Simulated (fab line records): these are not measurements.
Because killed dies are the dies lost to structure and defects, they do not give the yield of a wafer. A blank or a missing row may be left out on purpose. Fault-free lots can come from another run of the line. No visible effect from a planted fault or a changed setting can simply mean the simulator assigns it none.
Matching of chambers ; flow nand-harc ; NHARC_P_M1_ETCH_35 on rie-diel-02 has 4 sister chambers
The step etches the open film in N2/H2, target depth 40 nm, overetch 12 nm, time 43.94 s. 30 wafers are shown with their chamber, then 12 later ones without.

## EACH WAFER AND ITS CHAMBER
wafer;chamber;showerhead-plenum-p-Torr (Torr);drypump-motor-current-A (A);rf-vpp-V (V)
L074.2;0;1.99;5.8;428.4
L074.5;1;2.13;5.5;432.8
L074.6;0;1.99;5.8;428.4
L075.1;3;2.03;5.0;431.3
L075.3;0;1.99;5.8;429.5
L075.5;3;2.03;5.0;430.5
L078.1;0;1.99;5.8;428.2
L078.2;2;2.08;5.9;430.1
L078.3;1;2.12;5.5;433.2
L079.2;0;1.99;5.8;427.6
L079.4;1;2.12;5.4;433.3
L079.6;2;2.08;5.9;433.4
L083.1;3;2.02;4.9;430.3
L083.2;2;2.08;5.9;432.8
L083.3;0;1.99;5.8;429.6
L084.3;2;2.08;5.9;431.7
L084.4;1;2.12;5.5;433.4
L084.5;0;1.99;5.8;429.9
L085.1;1;2.12;5.4;433.2
L085.2;2;2.08;5.9;432.5
L085.6;0;1.99;5.8;430.0
L087.3;0;1.99;5.8;429.3
L087.5;2;2.08;5.9;432.6
L087.6;3;2.02;4.9;430.4
L088.1;2;2.08;5.9;432.8
L088.4;1;2.12;5.4;432.2
L088.5;2;2.08;5.9;431.5
L092.2;1;2.12;5.5;431.9
L092.5;3;2.02;5.0;429.9
L092.6;1;2.12;5.4;432.5

SIGNATURES (means of the wafers above)
reading;chamber 0;chamber 1;chamber 2;chamber 3;scatter within a chamber
showerhead-plenum-p-Torr;1.9900;2.1212;2.0800;2.0240;0.00283
drypump-motor-current-A;5.800;5.450;5.900;4.960;0.0351
rf-vpp-V;428.989;432.812;432.175;430.480;0.8
Rule: distance of a wafer from a chamber = root of the sum over the readings of ((wafer's reading minus chamber's mean) / reading's scatter) squared. If the next closest chamber is less than 2 further off than the closest, the wafer can't be placed; otherwise it belongs to the closest. The scatter is the square root of a quotient: the sum, over the shown wafers, of each reading's squared deviation from its chamber's mean, divided by wafers minus chambers.

## WAFERS MISSING THEIR CHAMBER
wafer;showerhead-plenum-p-Torr (Torr);drypump-motor-current-A (A);rf-vpp-V (V)
L093.1;2.02;5.0;432.1
L093.2;1.98;5.8;428.7
L093.4;2.12;5.5;432.5
L095.2;2.12;5.4;434.4
L095.3;2.02;4.9;429.4
L095.6;2.08;5.9;431.2
L096.2;2.12;5.5;432.8
L096.3;2.08;5.9;431.2
L096.5;2.12;5.4;432.4
L097.3;2.02;5.0;430.0
L097.5;2.08;5.9;430.4
L097.6;2.02;4.9;430.4

## THE CHAMBER EACH PASSED THROUGH
wafer;from the rows above;in truth
L093.1;3;3
L093.2;0;0
L093.4;1;1
L095.2;1;1
L095.3;3;3
L095.6;2;2
L096.2;1;1
L096.3;2;2
L096.5;1;1
L097.3;3;3
L097.5;2;2
L097.6;3;3
12 of 12 placed correctly. Not placeable from these rows: 0. Wrongly placed: 0.
